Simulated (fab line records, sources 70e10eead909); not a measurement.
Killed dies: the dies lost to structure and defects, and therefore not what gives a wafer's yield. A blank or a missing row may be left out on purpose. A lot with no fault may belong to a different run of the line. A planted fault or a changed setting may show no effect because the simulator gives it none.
One fault seen from 3 desks	flow nandHarc	each desk has only its own numbers; what lay behind them comes last

== THE DEFECT DESK ==
For each lot, the counts of the inspections along the route, averaged over the sampled wafers that have a number. If a lot's mean is further than 4 standard deviations from the usual mean, the lot is out of limits and carries the mark OUT (the distance appears in the brackets).
Columns: A = rawDefectCount at NHARC_P_M2_INSPECT_27, usual 345
lot	first seen here	A
L752	day 6 23:24	340
L753	day 7 04:32	518
L754	day 7 17:40	450
L756	day 8 12:17	299
L757	day 8 13:22	249
L758	day 8 22:41	375
L759	day 9 16:02	565
L760	day 9 18:58	298
L764	day 11 11:07	249
L765	day 12 08:29	260
L766	day 12 20:23	1029
L767	day 13 02:44	232
L768	day 13 21:47	197
Finding of this desk: none of the 13 lots has anything out of limits.

== AT THE TOOL OWNER'S DESK: pecvd-01 ==
The tool's own readings at NHARC_P_BONDPAD_DEP_00 (deposits SiCN, target thk 250 nm): means of the sampled wafers that have a number, for each lot that ran on this tool. If a lot's mean is further than 4 standard deviations from the usual mean, the lot is out of limits and carries the mark OUT (the distance appears in the brackets).
Columns: A = heaterPowerOuterW at NHARC_P_BONDPAD_DEP_00, usual 333 W; B = heaterPowerW at NHARC_P_BONDPAD_DEP_00, usual 586 W; C = rfFwdPowerW at NHARC_P_BONDPAD_DEP_00, usual 449.2 W; D = showerheadVppV at NHARC_P_BONDPAD_DEP_00, usual 1289 V; E = susceptorTempC at NHARC_P_BONDPAD_DEP_00, usual 370.00 C
lot	first seen here	A	B	C	D	E
L756	day 8 12:54	353	629	448.6	1238	369.81
L759	day 9 16:35	351	627	448.3	1217	369.98
L764	day 11 11:41	385	672	449.1	1287	370.15
L766	day 12 20:56	409	710	447.6	1330	370.26
L767	day 13 03:18	429	735	267.8 (-99 or more) OUT	996 (-4.7) OUT	370.13
L768	day 13 22:19	408	717	269.7 (-99 or more) OUT	953 (-5.4) OUT	369.70
This desk's verdict: out of limits on L767, L768, starting with L767 at day 13 03:18 (rfFwdPowerW at NHARC_P_BONDPAD_DEP_00). Within limits: L756, L759, L764, L766.

== AT THE METROLOGY DESK ==
Lot by lot, what the gauges showed, no matter which tool ran the lot: averages of those sampled wafers that carry a number. If a lot's mean is further than 4 standard deviations from the usual mean, the lot is out of limits and carries the mark OUT (the distance appears in the brackets).
Columns: A = thkNm at NHARC_P_M2_THK_MEAS_24, usual 144.2 nm; B = overlayXNm at NHARC_P_BONDPAD_OVL_MEAS_38, usual 1 nm; C = overlayYNm at NHARC_P_BONDPAD_OVL_MEAS_38, usual 2 nm
lot	first seen here	A	B	C
L752	day 6 23:14	143.7	-5	-2
L753	day 7 04:22	148.1	2	15
L754	day 7 17:31	141.7	2	6
L756	day 8 12:07	145.6	-0	0
L757	day 8 13:11	143.8	-7	8
L758	day 8 22:29	146.8	3	-7
L759	day 9 15:52	143.8	-7	7
L760	day 9 18:49	144.7	2	5
L764	day 11 10:58	145.7	15	-6
L765	day 12 08:20	142.7	-6	-4
L766	day 12 20:13	144.1	-8	4
L767	day 13 02:35	142.5	-2	-2
L768	day 13 21:19	145.7	3	-4
Finding of this desk: none of the 13 lots has anything out of limits.

== PUT TOGETHER ==
The tool owner's desk had the chance to raise an alarm at day 13 03:18 on L767, L768.
No out-of-limits result turned up at the defect desk.
From the metrology desk's view, nothing was out of limits.
The defect desk has L767, L768 on record, within its limits.
The metrology desk holds a record of L767, L768, inside its limits.
On pecvd-01, each named lot ran NHARC_P_BONDPAD_DEP_00.

== WHAT THE SIMULATOR HAD INSERTED ==
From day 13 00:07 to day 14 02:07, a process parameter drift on pecvd-01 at NHARC_P_BONDPAD_DEP_00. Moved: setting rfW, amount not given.
Struck lots among those shown: L767, L768.
Hours from the fault's start to each desk's first reading out of limits: the tool owner's desk, 3.
